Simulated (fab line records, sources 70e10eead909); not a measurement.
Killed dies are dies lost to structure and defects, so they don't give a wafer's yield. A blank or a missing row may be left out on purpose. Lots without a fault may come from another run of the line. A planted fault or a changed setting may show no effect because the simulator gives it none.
Problem report in the 8D (eight disciplines) form, filled by code | flow nand_harc | the parts of the form that need people (team, actions taken, sign-off) are left out

1. THE PROBLEM
oes_product_au at NHARC_THIN_TSV_ETCH_36 reads a mean of 0.822 a.u. on 3 wafers of 2 lots; wafers without a fault read 1.003 a.u. with a standard deviation of 0.0072. That is -25 standard deviations from the usual mean.
The step: etches the open film in Cl2/BCl3, target depth 65 nm, time 18.571 s.
First seen on wafer L301.4, day 22 19:05, on rie_metal-02. The record holds 37 wafers of 13 lots with a number at this step. Rule for "out", or "out of limits": more than 4 standard deviations from the usual mean. The other wafers with a number count as sound.

2. WHAT IT IS AND WHAT IT IS NOT
question                    | is                     | is not
which readings at this step | oes_product_au         | drypump_motor_current_A
which lots                  | L298, L301             | L287, L288, L289, L302, L303, L304, L306, L307, L308, L309, L310
which wafers of those lots  | L298.4, L301.4, L301.5 | L301.6
read on which tools         | rie_metal-02           | rie_metal-01, rie_metal-03
when                        | from day 22 19:05      | up to then (10 sound wafers); but 24 sound wafers of L302, L303, L304, L306, L307, L308, L309, L310 came after

3. SUSPECTS, AND WHAT RULES EACH OUT
Counting: a tool at a process step up to the reading stays a suspect if it ran every lot that is out. Sound lots after the first of them don't rule it out here, since some wafers of a struck lot are sound.
- rie_metal-02 at NHARC_THIN_TSV_ETCH_36 (etches the open film in Cl2/BCl3, target depth 65 nm, time 18.571 s): kept. It ran every lot that is out, first L301 (day 22 19:05). Its own readings are out on those wafers: oes_product_au.
Left after counting: rie_metal-02 at NHARC_THIN_TSV_ETCH_36.

4. THE CAUSE (what the simulator had put in)
Process parameter drift: rie_metal-02, from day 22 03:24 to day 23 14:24, at NHARC_THIN_TSV_ETCH_36. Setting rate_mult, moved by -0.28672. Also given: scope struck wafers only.
Counting left only this tool.

5. THE CHAIN OF EFFECTS, in route order
Each row: a reading whose mean over the struck wafers that have a number lies more than 3 standard deviations from the usual. Only readings for which the record gives a usual standard deviation are gone through. hours: the time from each lot's start at the first step in this table that gives one to its start at this step, as a median over the lots. sigmas: the change in usual standard deviations.
hours | step                   | reading        | usual      | on struck wafers | change | sigmas
0     | NHARC_THIN_TSV_ETCH_36 | oes_product_au | 1.003 a.u. | 0.822            | -0.181 | -25
The process steps in it:
- NHARC_THIN_TSV_ETCH_36: etches the open film in Cl2/BCl3, target depth 65 nm, time 18.571 s.
Later measuring or inspecting steps at which every struck wafer that the step has a row for has a number for every such reading, and none has moved that far: NHARC_END_SORT_01.

6. WHAT WOULD HAVE CAUGHT IT SOONER
In this record the first reading out of limits was taken at day 22 19:05, 16 hours after the fault began at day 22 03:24.
